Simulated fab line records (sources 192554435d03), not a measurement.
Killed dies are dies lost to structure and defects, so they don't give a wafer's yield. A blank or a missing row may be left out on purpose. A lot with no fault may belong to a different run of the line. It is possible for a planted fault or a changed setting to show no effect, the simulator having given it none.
Which tool is to blame?	flow n5-finfet	24 lots, 72 wafers sampled, at 6 steps of a route of 1938

WHAT THE GAUGES SHOWED, per wafer
N5_SD_EPI_N_CD_MEAS_09 targets a cd of 120 nm. Usual: cd-nm reads 120.4 nm (standard deviation 0.91).
lot	measured	on	cd-nm (nm)	flag
L074	day 3 01:50	cd-sem-02	118.9 119.5 119.4	
L075	day 3 06:43	cd-sem-01	119.4 119.5 119.8	
L076	day 3 13:55	cd-sem-01	121.3 119.7 120.0	
L077	day 3 19:36	cd-sem-03	120.2 120.3 119.9	
L078	day 4 03:10	cd-sem-03	120.9 121.4 121.1	
L079	day 4 07:45	cd-sem-02	121.6 119.4 120.9	
L080	day 4 11:58	cd-sem-03	118.7 119.5 119.7	
L081	day 4 20:45	cd-sem-03	120.7 121.1 119.8	
L082	day 5 01:20	cd-sem-01	119.0 119.4 119.9	
L083	day 5 05:58	cd-sem-03	121.1 121.1 120.0	
L084	day 5 12:29	cd-sem-01	120.4 121.3 120.4	
L085	day 5 19:14	cd-sem-02	121.0 120.0 120.9	
L086	day 6 00:35	cd-sem-01	120.5 120.3 120.0	
L087	day 6 07:08	cd-sem-03	120.4 120.3 120.2	
L088	day 6 10:57	cd-sem-01	120.1 120.1 119.7	
L089	day 6 18:05	cd-sem-02	121.0 121.5 121.0	
L090	day 7 02:13	cd-sem-02	119.4 120.4 120.7	
L091	day 7 05:38	cd-sem-01	121.0 121.7 119.7	
L092	day 7 11:52	cd-sem-02	120.0 120.3 121.1	
L093	day 7 16:46	cd-sem-01	119.5 121.8 120.6	
L094	day 8 01:59	cd-sem-03	121.3 121.7 122.9	
L095	day 8 08:19	cd-sem-03	119.8 119.7 119.0	
L096	day 8 12:36	cd-sem-01	120.6 120.6 121.3	
L097	day 8 23:22	cd-sem-01	121.3 120.8 121.2	

N5_SDB_INSPECT_13: inspects for defects (brightfield). Usual: raw-defect-count reads 69 (standard deviation 27).
lot	measured	on	raw-defect-count	flag
L074	day 3 20:50	defect-inspect-01	69 71 53	
L075	day 3 23:55	defect-inspect-02	32 45 37	
L076	day 4 06:50	defect-inspect-02	74 56 54	
L077	day 4 11:47	defect-inspect-02	78 75 92	
L078	day 4 20:50	defect-inspect-01	61 84 90	
L079	day 5 02:10	defect-inspect-01	59 72 78	
L080	day 5 05:17	defect-inspect-01	93 80 57	
L081	day 5 13:37	defect-inspect-01	117 121 71	
L082	day 5 17:34	defect-inspect-02	68 59 83	
L083	day 5 22:10	defect-inspect-01	60 72 45	
L084	day 6 04:37	defect-inspect-02	71 56 33	
L085	day 6 13:12	defect-inspect-01	48 64 79	
L086	day 6 16:37	defect-inspect-02	83 142 74	
L087	day 6 23:38	defect-inspect-01	66 50 24	
L088	day 7 05:01	defect-inspect-01	98 79 86	
L089	day 7 10:23	defect-inspect-02	36 40 18	
L090	day 7 19:56	defect-inspect-01	129 83 119	
L091	day 7 21:40	defect-inspect-01	131 113 62	
L092	day 8 04:41	defect-inspect-01	123 50 48	
L093	day 8 09:45	defect-inspect-02	56 55 54	
L094	day 8 20:59	defect-inspect-01	48 51 45	
L095	day 9 00:32	defect-inspect-02	60 50 41	
L096	day 9 07:22	defect-inspect-01	27 56 72	
L097	day 9 15:57	defect-inspect-01	66 49 12	

N5_SDB_INSPECT_36: inspects for defects (darkfield). Usual: raw-defect-count reads 34 (standard deviation 15).
lot	measured	on	raw-defect-count	flag
L074	day 4 01:19	defect-inspect-01	14 30 18	
L075	day 4 03:51	defect-inspect-02	55 21 35	
L076	day 4 10:43	defect-inspect-01	18 14 15	
L077	day 4 16:07	defect-inspect-01	20 25 29	
L078	day 5 00:43	defect-inspect-02	40 33 54	
L079	day 5 06:35	defect-inspect-01	22 25 43	
L080	day 5 09:11	defect-inspect-01	43 29 21	
L081	day 5 17:34	defect-inspect-01	27 19 55	
L082	day 5 21:27	defect-inspect-02	23 40 16	
L083	day 6 02:28	defect-inspect-01	33 57 42	
L084	day 6 08:29	defect-inspect-01	42 75 83	
L085	day 6 18:06	defect-inspect-02	25 31 24	
L086	day 6 20:38	defect-inspect-02	22 28 38	
L087	day 7 03:44	defect-inspect-01	38 18 20	
L088	day 7 08:54	defect-inspect-01	35 33 45	
L089	day 7 15:01	defect-inspect-01	27 35 24	
L090	day 8 00:02	defect-inspect-02	54 39 38	
L091	day 8 02:25	defect-inspect-02	49 25 38	
L092	day 8 08:35	defect-inspect-01	25 31 39	
L093	day 8 13:38	defect-inspect-02	28 56 42	
L094	day 9 01:12	defect-inspect-01	27 45 17	
L095	day 9 04:25	defect-inspect-02	51 68 52	
L096	day 9 11:55	defect-inspect-02	16 17 56	
L097	day 9 20:01	defect-inspect-02	26 42 27	

N5_HKMG_FIN_CD_MEAS_49 targets a cd of 202 nm. Usual: cd-nm reads 202.6 nm (standard deviation 0.79).
lot	measured	on	cd-nm (nm)	flag
L074	day 4 02:51	cd-sem-02	202.8 202.1 203.3	
L075	day 4 05:23	cd-sem-01	201.5 201.4 201.5	
L076	day 4 12:15	cd-sem-03	204.1 203.2 203.1	
L077	day 4 17:41	cd-sem-03	202.4 202.7 202.6	
L078	day 5 02:36	cd-sem-03	202.0 202.2 202.0	
L079	day 5 08:13	cd-sem-01	204.4 203.4 203.0	
L080	day 5 10:43	cd-sem-01	202.9 203.0 203.2	
L081	day 5 19:13	cd-sem-01	202.8 203.3 203.4	
L082	day 5 22:52	cd-sem-01	202.2 202.9 202.8	
L083	day 6 03:53	cd-sem-03	203.1 203.1 203.1	
L084	day 6 10:13	cd-sem-03	202.3 203.1 203.3	
L085	day 6 19:47	cd-sem-02	202.8 202.2 203.8	
L086	day 6 22:25	cd-sem-03	202.2 201.4 202.9	
L087	day 7 05:31	cd-sem-03	202.6 201.6 202.3	
L088	day 7 10:53	cd-sem-01	202.9 203.1 202.0	
L089	day 7 16:38	cd-sem-03	201.4 202.2 203.2	
L090	day 8 01:35	cd-sem-03	201.0 202.3 201.8	
L091	day 8 03:58	cd-sem-03	202.7 203.0 201.6	
L092	day 8 10:07	cd-sem-03	202.3 203.3 202.2	
L093	day 8 15:10	cd-sem-02	202.7 203.2 202.9	
L094	day 9 02:49	cd-sem-01	201.4 202.4 202.1	
L095	day 9 05:59	cd-sem-01	203.8 204.1 202.7	
L096	day 9 14:09	cd-sem-03	203.1 204.0 203.2	
L097	day 9 21:52	cd-sem-02	202.9 200.9 202.7	

TOOL THAT RAN EACH LOT (tool first, then ch and the chambers of the sampled wafers, then the start)
lot	N5_SDB_STRIP_22	N5_DUMMY_REMOVAL_STRIP_10
L074	plasma-asher-01 ch 0,1, day 3 21:30	rie-diel-06 ch 2,3, day 4 01:23
L075	plasma-asher-02 ch 0,1, day 4 00:18	rie-diel-03 ch 0,2,3, day 4 03:57
L076	plasma-asher-01 ch 0, day 4 07:11	rie-diel-03 ch 0,2, day 4 10:47
L077	plasma-asher-01 ch 0,1, day 4 12:16	rie-diel-03 ch 0,2,3, day 4 16:11
L078	plasma-asher-01 ch 0,1, day 4 21:10	rie-diel-03 ch 0,2,3, day 5 00:47
L079	plasma-asher-01 ch 0,1, day 5 02:38	rie-diel-02 ch 0,1,2, day 5 06:39
L080	plasma-asher-02 ch 0,1, day 5 05:38	rie-diel-02 ch 1,2,3, day 5 09:19
L081	plasma-asher-02 ch 0,1, day 5 13:58	rie-diel-06 ch 1,2,3, day 5 17:51
L082	plasma-asher-02 ch 0,1, day 5 17:55	rie-diel-03 ch 1,2,3, day 5 21:31
L083	plasma-asher-02 ch 0,1, day 5 22:30	rie-diel-03 ch 1,2,3, day 6 02:32
L084	plasma-asher-01 ch 0,1, day 6 04:57	rie-diel-02 ch 0,1,2, day 6 08:34
L085	plasma-asher-01 ch 1, day 6 13:42	rie-diel-02 ch 0,3, day 6 18:19
L086	plasma-asher-02 ch 0,1, day 6 16:58	rie-diel-02 ch 0,1,3, day 6 20:43
L087	plasma-asher-02 ch 0,1, day 7 00:12	rie-diel-02 ch 0,3, day 7 03:50
L088	plasma-asher-01 ch 0,1, day 7 05:22	rie-diel-06 ch 0,1,2, day 7 09:13
L089	plasma-asher-02 ch 0,1, day 7 10:44	rie-diel-03 ch 0,1,2, day 7 15:05
L090	plasma-asher-02 ch 0, day 7 20:16	rie-diel-06 ch 1,2, day 8 00:07
L091	plasma-asher-01 ch 0,1, day 7 22:00	rie-diel-06 ch 2,3, day 8 02:29
L092	plasma-asher-02 ch 0,1, day 8 05:03	rie-diel-03 ch 1,3, day 8 08:40
L093	plasma-asher-01 ch 0,1, day 8 10:05	rie-diel-03 ch 1,2,3, day 8 13:42
L094	plasma-asher-02 ch 0,1, day 8 21:37	rie-diel-06 ch 0,2, day 9 01:20
L095	plasma-asher-01 ch 0,1, day 9 00:53	rie-diel-06 ch 0,1,2, day 9 04:29
L096	plasma-asher-01 ch 0,1, day 9 08:11	rie-diel-06 ch 0,1, day 9 12:18
L097	plasma-asher-02 ch 0,1, day 9 16:17	rie-diel-06 ch 1,3, day 9 20:05
- N5_SDB_STRIP_22: strips in N2/H2.
- N5_DUMMY_REMOVAL_STRIP_10: strips in N2/H2, time 40 s.

AS READ BY THE TOOLS THEMSELVES (means over the sampled wafers that have a number; for cases with no such wafer, the mark the record gives instead)
N5_SDB_STRIP_22. Usual: drypump-motor-current-A 6.0 A, standard deviation 0.61; heater-power-w 384 W, standard deviation 31; n2-flow-sccm 1751 sccm, standard deviation 5.2; oes-product-au 0.714 a.u., standard deviation 0.0041; strip-time-to-endpoint-s 96.2 s, standard deviation 0.48.
lot	tool	drypump-motor-current-A (A)	heater-power-w (W)	n2-flow-sccm (sccm)	oes-product-au (a.u.)	strip-time-to-endpoint-s (s)	flag
L074	plasma-asher-01	5.9	395	1752	0.715	96.3	
L075	plasma-asher-02	6.2	352	1754	0.714	96.3	
L076	plasma-asher-01	5.1	402	1755	0.715	95.7	
L077	plasma-asher-01	5.9	396	1745	0.712	96.3	
L078	plasma-asher-01	5.5	404	1751	0.711	96.6	
L079	plasma-asher-01	5.5	399	1748	0.718	97.1	
L080	plasma-asher-02	6.4	380	1747	0.716	96.4	
L081	plasma-asher-02	6.4	389	1749	0.718	96.1	
L082	plasma-asher-02	6.2	358	1751	0.713	96.3	
L083	plasma-asher-02	6.2	350	1748	0.712	96.3	
L084	plasma-asher-01	5.5	403	1748	0.712	95.4	
L085	plasma-asher-01	6.4	397	1756	0.715	96.4	
L086	plasma-asher-02	6.4	381	1749	0.718	96.0	
L087	plasma-asher-02	6.5	378	1750	0.715	96.4	
L088	plasma-asher-01	5.9	397	1749	0.713	96.3	
L089	plasma-asher-02	6.2	356	1748	0.712	96.7	
L090	plasma-asher-02	6.7	402	1755	0.712	96.5	
L091	plasma-asher-01	5.9	398	1753	0.713	95.8	
L092	plasma-asher-02	6.2	354	1748	0.713	96.1	
L093	plasma-asher-01	5.9	394	1753	0.717	96.6	
L094	plasma-asher-02	6.5	381	1749	0.712	96.5	
L095	plasma-asher-01	5.9	399	1754	0.711	96.4	
L096	plasma-asher-01	5.9	392	1751	0.715	96.4	
L097	plasma-asher-02	6.2	357	1747	0.714	96.2	

N5_DUMMY_REMOVAL_STRIP_10. Usual: drypump-motor-current-A 5.5 A, standard deviation 0.56; n2-flow-sccm 300.0 sccm, standard deviation 0.88; oes-product-au 0.78 a.u., standard deviation 0.088; rf-vpp-V 45.1 V, standard deviation 0.92; showerhead-plenum-p-Torr 3.36 Torr, standard deviation 0.13; throttle-valve-pct 12.25 %, standard deviation 0.28.
lot	tool	drypump-motor-current-A (A)	n2-flow-sccm (sccm)	oes-product-au (a.u.)	rf-vpp-V (V)	showerhead-plenum-p-Torr (Torr)	throttle-valve-pct (%)	flag
L074	rie-diel-06	4.7	299.5	0.78	44.8	3.37	12.35	
L075	rie-diel-03	5.9	299.7	0.79	44.7	3.34	12.13	
L076	rie-diel-03	5.5	300.1	0.86	44.9	3.37	12.09	
L077	rie-diel-03	5.9	300.3	0.79	45.4	3.34	12.14	
L078	rie-diel-03	5.9	300.2	0.78	45.3	3.34	12.17	
L079	rie-diel-02	5.6	299.8	0.78	44.9	3.25	12.36	
L080	rie-diel-02	5.7	300.7	0.76	44.7	3.36	12.32	
L081	rie-diel-06	5.0	300.9	0.80	45.1	3.42	12.16	
L082	rie-diel-03	5.6	299.6	0.85	45.2	3.37	12.03	
L083	rie-diel-03	5.6	299.9	0.85	45.2	3.37	12.04	
L084	rie-diel-02	5.6	300.2	0.78	44.3	3.25	12.39	
L085	rie-diel-02	5.8	298.9	0.74	45.5	3.26	12.52	
L086	rie-diel-02	5.7	300.7	0.72	45.2	3.32	12.52	
L087	rie-diel-02	5.9	298.2	0.70	45.3	3.37	12.45	
L088	rie-diel-06	5.5	300.0	0.75	45.4	3.36	12.39	
L089	rie-diel-03	5.4	300.5	0.83	44.8	3.46	12.08	
L090	rie-diel-06	5.2	299.8	0.76	45.2	3.45	12.11	
L091	rie-diel-06	4.7	300.3	0.79	44.2	3.37	12.29	
L092	rie-diel-03	6.0	300.1	0.77	44.2	3.33	12.13	
L093	rie-diel-03	5.6	300.1	0.82	45.0	3.36	12.09	
L094	rie-diel-06	5.3	299.7	0.70	44.5	3.30	12.64	
L095	rie-diel-06	5.4	300.0	0.73	45.3	3.36	12.42	
L096	rie-diel-06	5.9	299.0	0.73	45.0	3.31	12.49	
L097	rie-diel-06	5.0	299.7	0.82	44.9	3.43	12.10	

THE ANSWER, worked out from the rows above alone
Rule: a lot counts as off when the mean over its wafers that have a number is more than 3 standard deviations away from the usual mean. Also off: a lot with no number at a reading for which 4 or more lots have one. Any other lot the step has rows for is counted as sound. First the gauges in route order, then the tools' own readings, where a lot's mean is used as printed above. The first step at which some lot is off is used, and at that step the reading that is off furthest; a lot without a number counts as furthest.
Across all readings shown, no lot is off: no conclusion can be drawn from this.

WHAT WAS PUT IN BY THE SIMULATOR
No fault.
